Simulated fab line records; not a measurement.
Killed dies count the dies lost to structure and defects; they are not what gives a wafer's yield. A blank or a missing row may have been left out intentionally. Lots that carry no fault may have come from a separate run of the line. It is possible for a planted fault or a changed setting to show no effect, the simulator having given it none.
Struck lot and sound lot, side by side ; flow n5-finfet ; 16 out of 1938 route steps
Sound: the wafers L168.2, L168.4, L168.5. Wafers struck: L161.3, L161.5, L161.6. The cause is given at the end.
Order at every step that has rows: each side's tool, ch and its chambers, its first start. Under that, the readings that differ: sound wafers ; struck wafers ; difference of the means ; sigmas: that difference in standard deviations of wafers without a fault.
alike: readings with means less than 2 such deviations apart, plus words and numbers identical on both sides. not compared: withheld readings, readings lacking a value on some wafer, bounds such as >300 that could conceal the same value, and numbers that have no deviation in the record and whose values overlap.
A row with sigmas, a row that says differs or no value, or rows on one side alone: a step with any of these is where the two part. When numbers do not overlap yet have no deviation, they are printed without sigmas and do not part them. A reading missing from all wafers of one side parts the sides only when that side holds two or more wafers.

first, 9 steps without rows for these wafers: N5_PMOS_HMC_CHANNEL_EPI_SOFTBAKE_04 (time 60 s); N5_PMOS_HMC_CHANNEL_EPI_EXPOSE_06 (exposes mask PMOS HMC BLK, target cd 240 nm); N5_PMOS_HMC_CHANNEL_EPI_PEB_07 (peb time 60 s); N5_PMOS_HMC_CHANNEL_EPI_DEVELOP_08 (develop time 30 s); N5_PMOS_HMC_CHANNEL_EPI_DESCUM_14 (chemistry O2, time 7.9 s); N5_PMOS_HMC_CHANNEL_EPI_ETCH_32 (etches BARC in N2/H2, stops on SiO2, target depth 85.8 nm, time 50.3 s); N5_PMOS_HMC_CHANNEL_EPI_HM_OPEN_15 (chemistry CHF3/O2, target SiO2, target depth 40.6 nm, time 20.3 s); N5_PMOS_HMC_CHANNEL_EPI_STRIP_33 (strips in N2/H2); N5_PMOS_HMC_CHANNEL_EPI_STRIP_17 (strips in SPM, time 750 s).
N5_PMOS_HMC_CHANNEL_EPI_ETCH_38: etches SiO2 in CF4, target depth 1.5 nm.
  sound on rie-si-01 ch 0,2,3, day 5 18:29; struck on rie-si-05 ch 0,1, day 3 23:37
  no value came back on the struck wafers for any of 6 readings (bias-w (W), cf4-flow-sccm (sccm) and others); on the sound wafers bias-w (W) reads 400.5 398.0 400.1
reading;sound;struck;difference;sigmas
model.SiO2_of_PMOS_HMC_CHANNEL_EPI_HM_DEP_34.thk-nm (nm);34.83 35.03 35.05;35.39 36.25 35.87;+0.87;
  not compared: rf-hours-counter-h
then, 2 steps without rows for these wafers: N5_PMOS_HMC_CHANNEL_EPI_FIN_RECESS_16 (chemistry HBr/Cl2, target Si, target depth 54 nm, time 18 s); N5_PMOS_HMC_CHANNEL_EPI_PRECLEAN_36 (cleans in O3/DIW, time 45 s).
N5_PMOS_HMC_CHANNEL_EPI_PRECLEAN_18: cleans in DHF, time 30 s.
  sound on wet-bench-06 ch 0,1,5, day 5 18:37; struck on wet-bench-04 ch 0,1,6, day 3 23:45
reading;sound;struck;difference;sigmas
model.SiO2_of_PMOS_HMC_CHANNEL_EPI_HM_DEP_34.thk-nm (nm);25.19 25.37 25.42;25.64 26.56 26.1;+0.77;
then, 1 step without rows for these wafers: N5_PMOS_HMC_CHANNEL_EPI_SRD_19 (time 30 s).
-- a jump in the record: the struck wafers' starts before and after are 6 days apart (it breaks off in module PMOS_HMC_CHANNEL_EPI and resumes in module BEOL_M4, where the first step shown is number 1111 of the route) --
N5_BEOL_M4_RC_MEAS_101:
  sound on prober-01 ch 0, day 11 15:47; struck on prober-02 ch 0, day 9 19:34
  alike: DIBL_N, DIBL_P, IOFF_N, IOFF_P, ION_N, ION_P, SS_N, SS_P, VT_N, VT_P
following that, these wafers have no rows for 1 step: N5_PASSIVATION_PROBE_49.

## WHERE THEY PART
N5_PMOS_HMC_CHANNEL_EPI_ETCH_38 only, going by this record. Later steps at which nothing parts them and some readings are alike: N5_BEOL_M4_RC_MEAS_101.

WHY: the cause the simulator had injected
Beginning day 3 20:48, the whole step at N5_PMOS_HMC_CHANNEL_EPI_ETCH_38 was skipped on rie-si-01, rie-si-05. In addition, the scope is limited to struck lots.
